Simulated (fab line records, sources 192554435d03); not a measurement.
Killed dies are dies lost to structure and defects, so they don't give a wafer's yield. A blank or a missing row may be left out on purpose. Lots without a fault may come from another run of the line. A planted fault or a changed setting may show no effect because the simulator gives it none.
Which tool did it? | flow n5_finfet | 12 lots, 36 wafers sampled, at 3 steps of a route of 1938

WHAT THE GAUGES READ, wafer by wafer
N5_BEOL_M1_OCD_MEAS_38.
lot  | measured     | on     | trench_depth_nm (nm)
L075 | day 7 00:59  | ocd-01 | 55.7 54.5 55.4
L078 | day 7 07:41  | ocd-02 | 53.8 54.7 54.8
L079 | day 7 22:41  | ocd-02 | 55.2 55.7 56.1
L081 | day 8 13:53  | ocd-01 | 53.7 54.7 53.5
L083 | day 8 13:50  | ocd-02 | 55.5 55.0 54.7
L085 | day 9 12:12  | ocd-02 | 54.4 54.8 55.9
L086 | day 9 16:20  | ocd-01 | 54.3 54.0 56.5
L089 | day 10 14:37 | ocd-02 | 56.6 55.8 55.5
L091 | day 10 17:59 | ocd-01 | 54.8 55.3 54.6
L093 | day 11 10:39 | ocd-02 | 53.9 54.4 55.6
L094 | day 12 01:10 | ocd-02 | 56.6 55.3 53.7
L097 | day 12 04:16 | ocd-01 | 55.2 54.2 54.8

WHICH TOOL RAN EACH LOT (tool, then ch and the chambers of the sampled wafers, then the start)
lot  | N5_BEOL_M1_ETCH_64                 | N5_BEOL_M1_HM_OPEN_17
L075 | rie_diel-02 ch 0,3, day 6 16:33    | rie_metal-02 ch 0,1, day 6 16:45
L078 | rie_diel-02 ch 0,2,3, day 7 04:56  | rie_metal-02 ch 0,1, day 7 05:06
L079 | rie_diel-02 ch 1,2,3, day 7 14:37  | rie_metal-03 ch 0,1, day 7 14:47
L081 | rie_diel-04 ch 1,2, day 7 22:58    | rie_metal-02 ch 0,1, day 7 23:08
L083 | rie_diel-04 ch 0,2, day 8 08:56    | rie_metal-02 ch 0,1, day 8 09:06
L085 | rie_diel-02 ch 2,3, day 9 01:10    | rie_metal-01 ch 0,1, day 9 01:20
L086 | rie_diel-04 ch 0,2,3, day 9 10:51  | rie_metal-03 ch 0,1, day 9 11:01
L089 | rie_diel-05 ch 0,1,3, day 9 20:21  | rie_metal-01 ch 0,1, day 9 20:31
L091 | rie_diel-05 ch 0,1,3, day 10 07:24 | rie_metal-01 ch 0,1, day 10 07:34
L093 | rie_diel-02 ch 0,1,3, day 10 18:52 | rie_metal-02 ch 0,1, day 10 19:02
L094 | rie_diel-05 ch 2,3, day 11 11:05   | rie_metal-03 ch 0,1, day 11 11:16
L097 | rie_diel-02 ch 0,1,3, day 12 01:02 | rie_metal-02 ch 1, day 12 01:13
- N5_BEOL_M1_ETCH_64: etches SOC in N2/H2, target depth 75 nm, overetch 15 nm, time 112.5 s.
- N5_BEOL_M1_HM_OPEN_17: chemistry Cl2/BCl3, target TiN, target depth 20 nm, overetch 6 nm.

THE ANSWER, worked out from the rows above alone
Rule: what is usual is taken from the lots themselves. Put in order of their means at a reading, lots are off if they are a third of the lots or fewer, leave a main group of 4 or more, and stand apart from it by a gap of 3 or more times the standard deviation of the main group's means; of several such gaps the widest counts. A main group whose means are all the same, to the digits that the tables above print for the reading, isn't used. A lot without any number at a reading at which 4 lots or more have one is off too. The other lots that the step has rows for count as sound.
No lot is off at any reading shown: from this, nothing can be told.

WHAT THE SIMULATOR HAD PUT IN
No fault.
